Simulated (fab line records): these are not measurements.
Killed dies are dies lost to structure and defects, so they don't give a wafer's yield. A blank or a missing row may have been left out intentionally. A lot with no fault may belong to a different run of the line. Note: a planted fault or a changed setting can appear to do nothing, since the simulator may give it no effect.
Matching of chambers -- flow n5Finfet -- N5_BEOL_M5_VIA_ETCH_34 on rieDiel-05: 4 sister chambers
The step etches SiCOH lowk in C4F6/O2, target depth 88.3 nm, time 39.2 s. 8 wafers are shown with their chamber, then 7 later ones without.

## WAFERS, EACH WITH ITS CHAMBER
wafer,chamber,showerheadPlenumPTorr (Torr),rfVppV (V)
L076.4,1,2.75,645
L075.2,0,2.93,661
L075.5,0,2.93,661
L075.6,1,2.75,646
L086.1,2,2.79,648
L086.5,3,2.73,668
L091.1,2,2.79,648
L091.3,3,2.72,667

## WAFERS WITH NO CHAMBER GIVEN
wafer,showerheadPlenumPTorr (Torr),rfVppV (V)
L091.4,2.91,660
L093.2,2.91,662
L093.5,2.78,648
L093.6,2.72,668
L094.1,2.72,668
L094.4,2.73,644
L094.6,2.73,644

## THE CHAMBER EACH PASSED THROUGH
wafer,from the rows above,in truth
L091.4,0,0
L093.2,0,0
L093.5,2,2
L093.6,3,3
L094.1,3,3
L094.4,1,1
L094.6,1,1
Correctly placed: 7 of 7. Not placeable from these rows: 0. Number placed wrongly: 0.
How it was worked out, from the rows above alone: a wafer's distance from a chamber is the root of the sum, over the readings, of the square of ((its reading less the chamber's mean) divided by the reading's scatter). If the next closest chamber is less than 2 further off than the closest, the wafer can't be placed; otherwise it belongs to the closest. Each chamber's mean is taken over the wafers shown for it. How the scatter is found: for the shown wafers, subtract from each reading the mean of its chamber, square and add these, divide the total by (wafers less chambers), then take the root.
